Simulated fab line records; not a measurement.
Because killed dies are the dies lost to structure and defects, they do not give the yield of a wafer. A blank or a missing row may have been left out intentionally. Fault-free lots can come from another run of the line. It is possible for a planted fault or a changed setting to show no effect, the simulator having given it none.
Comparing a struck lot with a sound one    flow n5_finfet    39 steps out of a route of 1938
Sound: wafers L902.3, L902.4, L902.6. The struck wafers were L911.1, L911.3, L911.6. At the end, the cause is stated.
Per side, at each step with rows, come the tool, then ch with its chambers, and then its first start. Under that, the readings that differ: sound wafers    struck wafers    difference of the means    sigmas: that difference in standard deviations of wafers without a fault.
alike: readings whose means differ by less than 2 such deviations, and words and numbers that are the same on both sides. not compared: withheld readings, readings that some wafer has no value for, bounds like >300 that may hide the same value, and numbers for which the record gives no deviation and whose values overlap.
A row with sigmas, a row that says differs or no value, or rows on one side alone: a step with any of these is where the two part. Numbers that don't overlap but have no deviation are shown without sigmas and don't part them. A reading missing from all wafers of one side parts the sides only when that side holds two or more wafers.

first, 9 steps without rows for these wafers: N5_BEOL_M4_ANNEAL_95 (time 240 s); N5_BEOL_M4_SPUTTER_96 (material Cu, target thk 4.5 nm, time 8.29 s); N5_BEOL_M4_ECD_50 (material Cu, target thk 300 nm); N5_BEOL_M4_ANNEAL_51 (time 90 s); N5_BEOL_M4_CMP_52 (polishes, stops on SiOC, t overpolish 6.8 s, target thk 40 nm); N5_BEOL_M4_PRE_CLEAN_60 (time 15 s); N5_BEOL_M4_CO_CAP_55 (material Co, precursor CCTBA/H2, target thk 2 nm, time 102.1 s); N5_BEOL_M4_PRE_CLEAN_56 (time 15 s); N5_BEOL_M4_DEP_57 (deposits SiCN from 3MS/NH3, target thk 8 nm, time 14 s).
N5_BEOL_M4_RC_MEAS_101:
  sound on prober-01 ch 0, day 10 00:25; struck on prober-01 ch 0, day 12 02:46
  alike: DIBL_N, DIBL_P, IOFF_N, IOFF_P, ION_N, ION_P, SS_N, SS_P, VT_N, VT_P
then, 24 steps without rows for these wafers: N5_BEOL_M5_ILD_DEP_00 (deposits SiCOH lowk from DEMS/porogen, target thk 140.64 nm, time 25.9 s); N5_BEOL_M5_CURE_79 (cures SiCOH lowk, time 240 s); N5_BEOL_M5_PECVD_70 (deposits SiO2 from TEOS/O2, target thk 16 nm, time 18 s); N5_BEOL_M5_HM_DEP_02 (deposits TiN, target thk 20 nm); N5_BEOL_M5_COAT_59 (time 60 s, resist thk 60 nm); N5_BEOL_M5_COAT_60 (time 60 s, resist thk 12 nm); N5_BEOL_M5_COAT_71 (time 60 s, resist thk 5 nm); N5_BEOL_M5_COAT_05 (resist thk 30 nm); N5_BEOL_M5_EBR_07; N5_BEOL_M5_SOFTBAKE_06 (time 60 s); N5_BEOL_M5_EXPOSE_08 (exposes mask M5, target cd 28 nm); N5_BEOL_M5_PEB_09 (peb time 60 s); N5_BEOL_M5_DEVELOP_10 (develop time 30 s); N5_BEOL_M5_DESCUM_16 (chemistry O2, time 7 s); N5_BEOL_M5_ETCH_72 (etches underlayer in N2/H2, target depth 6.5 nm, time 5.2 s); N5_BEOL_M5_ETCH_61 (etches SiARC in CF4, target depth 15.6 nm, time 26 s); N5_BEOL_M5_ETCH_62 (etches SOC in N2/H2, target depth 75 nm, overetch 15 nm, time 112.5 s); N5_BEOL_M5_STRIP_63 (strips in N2/H2); N5_BEOL_M5_STRIP_73 (strips in N2/H2); N5_BEOL_M5_STRIP_64 (strips in CF4); N5_BEOL_M5_HM_OPEN_17 (chemistry Cl2/BCl3, target TiN, target depth 20 nm, overetch 6 nm); N5_BEOL_M5_STRIP_19 (strips in O2); N5_BEOL_M5_COAT_65 (time 60 s, resist thk 60 nm); N5_BEOL_M5_COAT_66 (time 60 s, resist thk 12 nm).
-- record jumps: 4 days separate the struck wafers' starts on either side; left off in module BEOL_M5, taken up again in module BEOL_M15, whose first shown step is the route's number 1809 --
N5_BEOL_M15_TRENCH_ETCH_34: etches SiO2 in C4F8/O2/Ar, target depth 872.93 nm, time 199 s.
  sound on rie_diel-02 ch 1,2,3, day 13 04:32; struck on rie_diel-02 ch 0,3, day 15 18:26
reading                                     sound              struck             difference  sigmas
time_s (s)                                  199 199 199        139.3 139.3 139.3  -59.7       
model.etch.depth_nm (nm)                    852.2 877 849.9    598 606.2 598.4    -259        
model.coat_of_BEOL_M15_COAT_22.thk_nm (nm)  548.4 547.8 550.4  601.2 597 596      +49.2       
  alike: drypump_motor_current_A, oes_ar_750_au, oes_product_au, rf_vpp_V, showerhead_plenum_p_Torr, throttle_valve_pct
  not compared: rf_hours_counter_h
N5_BEOL_M15_CMP_49: polishes, stops on SiO2, t overpolish 4.9 s, target thk 850 nm.
  sound on cmp-02 ch 0,2,3, day 13 09:56; struck on cmp-03 ch 1,2,3, day 15 21:10
reading                                  sound            struck           difference  sigmas
model.Cu_of_BEOL_M15_ECD_47.thk_nm (nm)  830.4 853 828.6  572.2 581.6 573  -261.7      
  alike: clearing_platen_down_force_psi, clearing_platen_rpm, motor_current_A
N5_BEOL_M15_THK_MEAS_50: measures by xrf.
  sound on film_metro-01 at day 13 10:11; struck on film_metro-02 at day 15 21:28
reading       sound        struck       difference  sigmas
M15_THK (nm)  821 846 823  574 586 576  -251        -13
N5_BEOL_M15_RS_MEAS_54: uses a four-point probe to measure.
  sound on film_metro-01 at day 13 10:20; struck on film_metro-01 at day 15 21:35
reading          sound                 struck                difference  sigmas
M15_RS (ohm/sq)  0.0220 0.0215 0.0221  0.0323 0.0317 0.0322  +0.0102     +20
N5_PASSIVATION_PROBE_49:
  sound on prober-01 at day 13 23:08; struck on prober-02 at day 16 11:40
  alike: defect_limited_yield, killed_at_M0_to_M3, killed_at_M4_up, killed_at_contacts, killed_at_front_end, killed_at_other, killed_dies, killed_open, killed_short, sort_bin_5_function, sort_bin_6_memory, sort_bin_8_speed, sort_n_pass

== WHERE THEY PART ==
Earliest at N5_BEOL_M15_THK_MEAS_50; latest, in this record, at N5_BEOL_M15_RS_MEAS_54. Later steps at which nothing parts them and some readings are alike: N5_PASSIVATION_PROBE_49.

WHY: whatever the simulator had introduced
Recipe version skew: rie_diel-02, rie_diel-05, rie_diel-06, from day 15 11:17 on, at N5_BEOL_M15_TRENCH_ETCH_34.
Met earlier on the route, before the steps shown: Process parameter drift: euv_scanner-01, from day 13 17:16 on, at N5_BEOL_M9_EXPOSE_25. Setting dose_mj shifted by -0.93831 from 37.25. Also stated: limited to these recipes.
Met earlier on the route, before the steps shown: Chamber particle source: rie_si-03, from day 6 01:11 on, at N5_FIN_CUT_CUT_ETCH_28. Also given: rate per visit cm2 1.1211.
